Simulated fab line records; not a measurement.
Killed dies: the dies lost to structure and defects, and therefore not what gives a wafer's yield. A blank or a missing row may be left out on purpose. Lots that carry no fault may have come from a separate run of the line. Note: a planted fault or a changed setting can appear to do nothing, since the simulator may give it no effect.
Check of tool commonality || flow n5-finfet || 30 wafers sampled across 10 lots

## REASON FOR OPENING
On 2 of the 10 lots, a flag is raised at N5_BEOL_M2_INSPECT_59 on the reading raw-defect-count. No-fault wafers: 70, standard deviation 23.
Rule: a lot gets a flag if all its wafers with a number sit over 4 standard deviations from that mean, or if no wafer of it has a number. The rest of the lots are taken to be sound.

{"lot": "L358", "measured": "day 7 08:34", "on": "defect-inspect-02", "raw-defect-count, wafer by wafer": "69 92 94", "flag": ""}
{"lot": "L362", "measured": "day 8 08:47", "on": "defect-inspect-02", "raw-defect-count, wafer by wafer": "66 95 75", "flag": ""}
{"lot": "L363", "measured": "day 8 12:09", "on": "defect-inspect-02", "raw-defect-count, wafer by wafer": "54 41 55", "flag": ""}
{"lot": "L364", "measured": "day 8 13:47", "on": "defect-inspect-01", "raw-defect-count, wafer by wafer": "107 105 73", "flag": ""}
{"lot": "L365", "measured": "day 9 03:20", "on": "defect-inspect-01", "raw-defect-count, wafer by wafer": "49 24 72", "flag": ""}
{"lot": "L366", "measured": "day 9 12:19", "on": "defect-inspect-02", "raw-defect-count, wafer by wafer": "58 68 75", "flag": ""}
{"lot": "L368", "measured": "day 9 22:07", "on": "defect-inspect-02", "raw-defect-count, wafer by wafer": "49 72 51", "flag": ""}
{"lot": "L369", "measured": "day 10 00:49", "on": "defect-inspect-01", "raw-defect-count, wafer by wafer": "110 58 81", "flag": ""}
{"lot": "L372", "measured": "day 10 17:29", "on": "defect-inspect-02", "raw-defect-count, wafer by wafer": "319 367 356", "flag": "FLAGGED"}
{"lot": "L373", "measured": "day 11 12:31", "on": "defect-inspect-02", "raw-defect-count, wafer by wafer": "318 395 356", "flag": "FLAGGED"}
The numbers of the flagged lots are 352 on average: +282 against the usual, or +12 standard deviations.

## WHICH TOOL EACH LOT WENT THROUGH
The record holds 4 process steps before the reading, out of a route of 1938 steps. In each cell: the tool, then ch and the chambers that the sampled wafers went through, then the start.
{"lot": "L358", "flag": "", "N5_BEOL_M2_ANNEAL_82": "pvd-sputter-03, day 7 06:14", "N5_BEOL_M2_ANNEAL_89": "pvd-sputter-03, day 7 06:41", "N5_BEOL_M2_ANNEAL_95": "pvd-sputter-03, day 7 07:20", "N5_BEOL_M2_PRE_CLEAN_60": "cvd-co-01 ch 0,1,2, day 7 08:19"}
{"lot": "L362", "flag": "", "N5_BEOL_M2_ANNEAL_82": "pvd-sputter-01, day 8 06:14", "N5_BEOL_M2_ANNEAL_89": "pvd-sputter-01, day 8 06:46", "N5_BEOL_M2_ANNEAL_95": "pvd-sputter-01, day 8 07:32", "N5_BEOL_M2_PRE_CLEAN_60": "cvd-co-02 ch 0,1,2, day 8 08:32"}
{"lot": "L363", "flag": "", "N5_BEOL_M2_ANNEAL_82": "pvd-sputter-03, day 8 09:49", "N5_BEOL_M2_ANNEAL_89": "pvd-sputter-03, day 8 10:16", "N5_BEOL_M2_ANNEAL_95": "pvd-sputter-03, day 8 10:55", "N5_BEOL_M2_PRE_CLEAN_60": "cvd-co-02 ch 0,1,2, day 8 11:54"}
{"lot": "L364", "flag": "", "N5_BEOL_M2_ANNEAL_82": "pvd-sputter-02, day 8 11:23", "N5_BEOL_M2_ANNEAL_89": "pvd-sputter-02, day 8 11:50", "N5_BEOL_M2_ANNEAL_95": "pvd-sputter-02, day 8 12:29", "N5_BEOL_M2_PRE_CLEAN_60": "cvd-co-01 ch 0,2, day 8 13:32"}
{"lot": "L365", "flag": "", "N5_BEOL_M2_ANNEAL_82": "pvd-sputter-01, day 9 00:56", "N5_BEOL_M2_ANNEAL_89": "pvd-sputter-01, day 9 01:22", "N5_BEOL_M2_ANNEAL_95": "pvd-sputter-01, day 9 02:02", "N5_BEOL_M2_PRE_CLEAN_60": "cvd-co-02 ch 0,1, day 9 03:05"}
{"lot": "L366", "flag": "", "N5_BEOL_M2_ANNEAL_82": "pvd-sputter-01, day 9 09:58", "N5_BEOL_M2_ANNEAL_89": "pvd-sputter-01, day 9 10:25", "N5_BEOL_M2_ANNEAL_95": "pvd-sputter-01, day 9 11:04", "N5_BEOL_M2_PRE_CLEAN_60": "cvd-co-01 ch 0,2, day 9 12:02"}
{"lot": "L368", "flag": "", "N5_BEOL_M2_ANNEAL_82": "pvd-sputter-01, day 9 19:48", "N5_BEOL_M2_ANNEAL_89": "pvd-sputter-01, day 9 20:14", "N5_BEOL_M2_ANNEAL_95": "pvd-sputter-01, day 9 20:54", "N5_BEOL_M2_PRE_CLEAN_60": "cvd-co-02 ch 0,2, day 9 21:52"}
{"lot": "L369", "flag": "", "N5_BEOL_M2_ANNEAL_82": "pvd-sputter-01, day 9 22:29", "N5_BEOL_M2_ANNEAL_89": "pvd-sputter-01, day 9 22:55", "N5_BEOL_M2_ANNEAL_95": "pvd-sputter-01, day 9 23:35", "N5_BEOL_M2_PRE_CLEAN_60": "cvd-co-01 ch 1,2, day 10 00:34"}
{"lot": "L372", "flag": "FLAGGED", "N5_BEOL_M2_ANNEAL_82": "pvd-sputter-03, day 10 14:58", "N5_BEOL_M2_ANNEAL_89": "pvd-sputter-03, day 10 15:24", "N5_BEOL_M2_ANNEAL_95": "pvd-sputter-03, day 10 16:04", "N5_BEOL_M2_PRE_CLEAN_60": "cvd-co-02 ch 0, day 10 17:11"}
{"lot": "L373", "flag": "FLAGGED", "N5_BEOL_M2_ANNEAL_82": "pvd-sputter-03, day 11 10:11", "N5_BEOL_M2_ANNEAL_89": "pvd-sputter-03, day 11 10:38", "N5_BEOL_M2_ANNEAL_95": "pvd-sputter-03, day 11 11:17", "N5_BEOL_M2_PRE_CLEAN_60": "cvd-co-02 ch 0,1, day 11 12:16"}
What these steps do:
- N5_BEOL_M2_ANNEAL_82: time 240 s.
- N5_BEOL_M2_ANNEAL_89: time 240 s.
- N5_BEOL_M2_ANNEAL_95: time 240 s.
- N5_BEOL_M2_PRE_CLEAN_60: time 15 s.
- N5_BEOL_M2_INSPECT_59: inspects for defects (darkfield).

## FLAGGED OVER TOTAL, TOOL BY TOOL (the gauges that took the reading come last)
{"step": "N5_BEOL_M2_ANNEAL_82", "tool": "pvd-sputter-01", "lots run": 5, "flagged": 0, "share of the flagged lots": "none", "sound lots run after its first flagged lot": "-"}
{"step": "N5_BEOL_M2_ANNEAL_82", "tool": "pvd-sputter-02", "lots run": 1, "flagged": 0, "share of the flagged lots": "none", "sound lots run after its first flagged lot": "-"}
{"step": "N5_BEOL_M2_ANNEAL_82", "tool": "pvd-sputter-03", "lots run": 4, "flagged": 2, "share of the flagged lots": "all", "sound lots run after its first flagged lot": 0}
{"step": "N5_BEOL_M2_ANNEAL_89", "tool": "pvd-sputter-01", "lots run": 5, "flagged": 0, "share of the flagged lots": "none", "sound lots run after its first flagged lot": "-"}
{"step": "N5_BEOL_M2_ANNEAL_89", "tool": "pvd-sputter-02", "lots run": 1, "flagged": 0, "share of the flagged lots": "none", "sound lots run after its first flagged lot": "-"}
{"step": "N5_BEOL_M2_ANNEAL_89", "tool": "pvd-sputter-03", "lots run": 4, "flagged": 2, "share of the flagged lots": "all", "sound lots run after its first flagged lot": 0}
{"step": "N5_BEOL_M2_ANNEAL_95", "tool": "pvd-sputter-01", "lots run": 5, "flagged": 0, "share of the flagged lots": "none", "sound lots run after its first flagged lot": "-"}
{"step": "N5_BEOL_M2_ANNEAL_95", "tool": "pvd-sputter-02", "lots run": 1, "flagged": 0, "share of the flagged lots": "none", "sound lots run after its first flagged lot": "-"}
{"step": "N5_BEOL_M2_ANNEAL_95", "tool": "pvd-sputter-03", "lots run": 4, "flagged": 2, "share of the flagged lots": "all", "sound lots run after its first flagged lot": 0}
{"step": "N5_BEOL_M2_PRE_CLEAN_60", "tool": "cvd-co-01", "lots run": 4, "flagged": 0, "share of the flagged lots": "none", "sound lots run after its first flagged lot": "-"}
{"step": "N5_BEOL_M2_PRE_CLEAN_60", "tool": "cvd-co-02", "lots run": 6, "flagged": 2, "share of the flagged lots": "all", "sound lots run after its first flagged lot": 0}
{"step": "N5_BEOL_M2_INSPECT_59", "tool": "defect-inspect-01", "lots run": 3, "flagged": 0, "share of the flagged lots": "none", "sound lots run after its first flagged lot": "-"}
{"step": "N5_BEOL_M2_INSPECT_59", "tool": "defect-inspect-02", "lots run": 7, "flagged": 2, "share of the flagged lots": "all", "sound lots run after its first flagged lot": 0}

## WHAT THE TABLE PERMITS
5 rows of the table ran every flagged lot: pvd-sputter-03 at N5_BEOL_M2_ANNEAL_82, pvd-sputter-03 at N5_BEOL_M2_ANNEAL_89, pvd-sputter-03 at N5_BEOL_M2_ANNEAL_95, cvd-co-02 at N5_BEOL_M2_PRE_CLEAN_60, defect-inspect-02 at N5_BEOL_M2_INSPECT_59.
- pvd-sputter-03 at N5_BEOL_M2_ANNEAL_82: 2 of its 4 lots flagged. Its last sound lot is L363 (day 8 09:49), its first flagged lot L372 (day 10 14:58): a fault that began between those two fits.
- pvd-sputter-03 at N5_BEOL_M2_ANNEAL_89: 2 of its 4 lots flagged. Its last sound lot is L363 (day 8 10:16), its first flagged lot L372 (day 10 15:24): a fault that began between those two fits.
- pvd-sputter-03 at N5_BEOL_M2_ANNEAL_95: 2 of its 4 lots flagged. Its last sound lot is L363 (day 8 10:55), its first flagged lot L372 (day 10 16:04): a fault that began between those two fits.
- cvd-co-02 at N5_BEOL_M2_PRE_CLEAN_60: 2 of its 6 lots flagged. Its last sound lot is L368 (day 9 21:52), its first flagged lot L372 (day 10 17:11): a fault that began between those two fits.
- defect-inspect-02 at N5_BEOL_M2_INSPECT_59: 2 of its 7 lots flagged. Its last sound lot is L368 (day 9 22:07), its first flagged lot L372 (day 10 17:29): a fault that began between those two fits.
These 3 tools cannot be told apart by counting lots, since each of them fits a fault that started at some hour. More lots, or a look at what each step does to the wafer, might.

## WHAT THE SIMULATOR HAD INSERTED
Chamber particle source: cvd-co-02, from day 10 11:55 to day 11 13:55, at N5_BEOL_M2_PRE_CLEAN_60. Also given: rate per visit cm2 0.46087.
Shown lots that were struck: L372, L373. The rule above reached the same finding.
